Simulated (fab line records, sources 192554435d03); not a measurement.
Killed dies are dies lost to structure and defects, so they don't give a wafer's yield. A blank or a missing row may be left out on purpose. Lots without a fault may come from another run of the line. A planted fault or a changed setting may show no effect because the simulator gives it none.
Chamber matching | flow n5_finfet | N5_FIN_SAQP_ALD_61 on ald_sin-01: 4 sister chambers
The step deposits SiO2, target thk 4 nm, pulse time 1 s, purge time 2 s. 20 wafers are shown with their chamber, then 10 later ones without.

WAFERS WITH THEIR CHAMBER
wafer  | chamber | heater_power_w (W) | precursor_pulse_height_rel
L076.1 | 1       | 415                | 1.019
L076.2 | 0       | 455                | 1.013
L076.3 | 2       | 602                | 0.970
L076.4 | 3       | 521                | 1.014
L076.5 | 3       | 515                | 1.018
L076.6 | 0       | 457                | 0.985
L077.1 | 0       | 458                | 0.973
L077.2 | 2       | 594                | 1.009
L077.3 | 3       | 507                | 1.013
L077.4 | 1       | 428                | 1.015
L077.5 | 0       | 454                | 0.983
L077.6 | 1       | 419                | 1.027
L081.1 | 0       | 448                | 0.990
L081.4 | 2       | 594                | 1.005
L081.5 | 1       | 424                | 1.019
L082.1 | 0       | 461                | 1.035
L082.5 | 1       | 420                | 1.005
L082.6 | 0       | 456                | 1.015
L084.2 | 0       | 460                | 0.983
L084.3 | 2       | 602                | 1.011

SIGNATURES (means of the wafers above)
reading                    | chamber 0 | chamber 1 | chamber 2 | chamber 3 | scatter within a chamber
heater_power_w             | 456.12    | 421.20    | 598.00    | 514.33    | 4.85
precursor_pulse_height_rel | 0.99712   | 1.01700   | 0.99875   | 1.01500   | 0.0169
Rule: a wafer's distance from a chamber is the root of the sum, over the readings, of the square of ((its reading less the chamber's mean) divided by the reading's scatter). The wafer belongs to the nearest chamber; if the next one is less than 2 further off, it can't be placed. The scatter: the root of (the sum of the squares of (reading less its chamber's mean) over the shown wafers, divided by (wafers less chambers)).

WAFERS WITHOUT THEIR CHAMBER
wafer  | heater_power_w (W) | precursor_pulse_height_rel
L084.5 | 590                | 1.023
L085.3 | 588                | 1.017
L085.4 | 427                | 0.999
L085.5 | 420                | 1.021
L086.1 | 594                | 1.025
L086.4 | 522                | 0.984
L086.5 | 601                | 1.013
L094.2 | 455                | 1.000
L094.4 | 425                | 1.025
L094.5 | 523                | 1.011

WHICH CHAMBER EACH WENT THROUGH
wafer  | from the rows above | in truth
L084.5 | 2                   | 2
L085.3 | 2                   | 2
L085.4 | 1                   | 1
L085.5 | 1                   | 1
L086.1 | 2                   | 2
L086.4 | 3                   | 3
L086.5 | 2                   | 2
L094.2 | 0                   | 0
L094.4 | 1                   | 1
L094.5 | 3                   | 3
Placed correctly: 10 of 10. Can't be placed from these rows: 0. Placed wrongly: 0.
